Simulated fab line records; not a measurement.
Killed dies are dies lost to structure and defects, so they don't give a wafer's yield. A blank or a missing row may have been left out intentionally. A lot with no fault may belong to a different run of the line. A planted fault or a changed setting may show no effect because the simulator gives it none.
Split-lot study | flow n5_finfet | 7 lots, 21 wafers read, on a route of 1938 steps

ON THE SPLIT
At N5_BEOL_M14_SPUTTER_44 (material Ta, target thk 15 nm, time 24.19 s), the setting time_s was moved away from the recipe's 24.19 s on 9 of the 21 wafers read, by -8.4% to +13.1%. This setting was run at the recipe's value on the other wafers.

The reading is taken at the split's own step.

THE READING
Ta_of_BEOL_M14_SPUTTER_44.thk_nm (the simulator's own value, which no gauge read), in nm, at N5_BEOL_M14_SPUTTER_44 (material Ta, target thk 15 nm, time 24.19 s). There is no usual value for it anywhere in the file. Across the 12 wafers here that went through the recipe, the average is 15.0 nm and the standard deviation 0.26 nm.

wafer  | tool, chamber at the split | time_s as run, s | against the recipe | Ta_of_BEOL_M14_SPUTTER_44.thk_nm, nm | against lot-mates on the recipe
L074.1 | pvd_sputter-02, -          | 25.4             | +5.0%              | 16                                   | +1.0
L074.4 | pvd_sputter-02, -          | 24.19            | recipe             | 15                                   | -
L074.5 | pvd_sputter-02, -          | 25.4             | +5.0%              | 16.2                                 | +1.2
L077.2 | pvd_sputter-03, -          | 24.19            | recipe             | 15.2                                 | -
L077.3 | pvd_sputter-03, -          | 24.19            | recipe             | 14.8                                 | -
L077.4 | pvd_sputter-03, -          | 24.19            | recipe             | 15.6                                 | -
L085.1 | pvd_sputter-03, -          | 22.17            | -8.4%              | 14                                   | -0.8
L085.2 | pvd_sputter-03, -          | 22.17            | -8.4%              | 13.4                                 | -1.4
L085.4 | pvd_sputter-03, -          | 24.19            | recipe             | 14.8                                 | -
L084.1 | pvd_sputter-02, -          | 23.16            | -4.3%              | 14.6                                 | -0.5
L084.2 | pvd_sputter-02, -          | 24.19            | recipe             | 15                                   | -
L084.5 | pvd_sputter-02, -          | 24.19            | recipe             | 15.2                                 | -
L087.1 | pvd_sputter-02, -          | 24.19            | recipe             | 15.2                                 | -
L087.2 | pvd_sputter-02, -          | 27.36            | +13.1%             | 17.4                                 | +2.2
L087.5 | pvd_sputter-02, -          | 27.36            | +13.1%             | 17                                   | +1.8
L086.1 | pvd_sputter-02, -          | 24.19            | recipe             | 15.2                                 | -
L086.6 | pvd_sputter-02, -          | 24.19            | recipe             | 15.2                                 | -
L086.3 | pvd_sputter-02, -          | 24.19            | recipe             | 14.8                                 | -
L093.3 | pvd_sputter-01, -          | 27.23            | +12.6%             | 16.8                                 | +2.2
L093.4 | pvd_sputter-01, -          | 24.19            | recipe             | 14.6                                 | -
L093.6 | pvd_sputter-01, -          | 27.23            | +12.6%             | 16.4                                 | +1.8

THE FIT
A straight line over all 21 wafers: Ta_of_BEOL_M14_SPUTTER_44.thk_nm changes by +0.15 nm for each +1% of time_s; r = +0.96; the points scatter about the line by 0.3 nm.
The same after taking each lot's own level away (the mean of its wafers on the recipe; 21 wafers): +0.152 nm for each +1%; r = +0.97; scatter 0.23 nm.
On that fit, the largest move of time_s shifts the reading by 2 nm.
Across the lots, their own levels run from 14.60 to 15.20 nm, a range of 2.3 times the standard deviation given above.
Hence the lot-to-lot level has little effect on the slope; both slopes agree.
Check: +2.02 nm against its lot-mates is what the line predicts for one of the wafers moved furthest among these (+13.1%) when that wafer is left out of the fit. It came out at +2.2 nm against them.

THE FILE'S OWN FIT
Ta_of_BEOL_M14_SPUTTER_44.thk_nm changes by +0.154 nm for each +1% of time_s, r = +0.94.
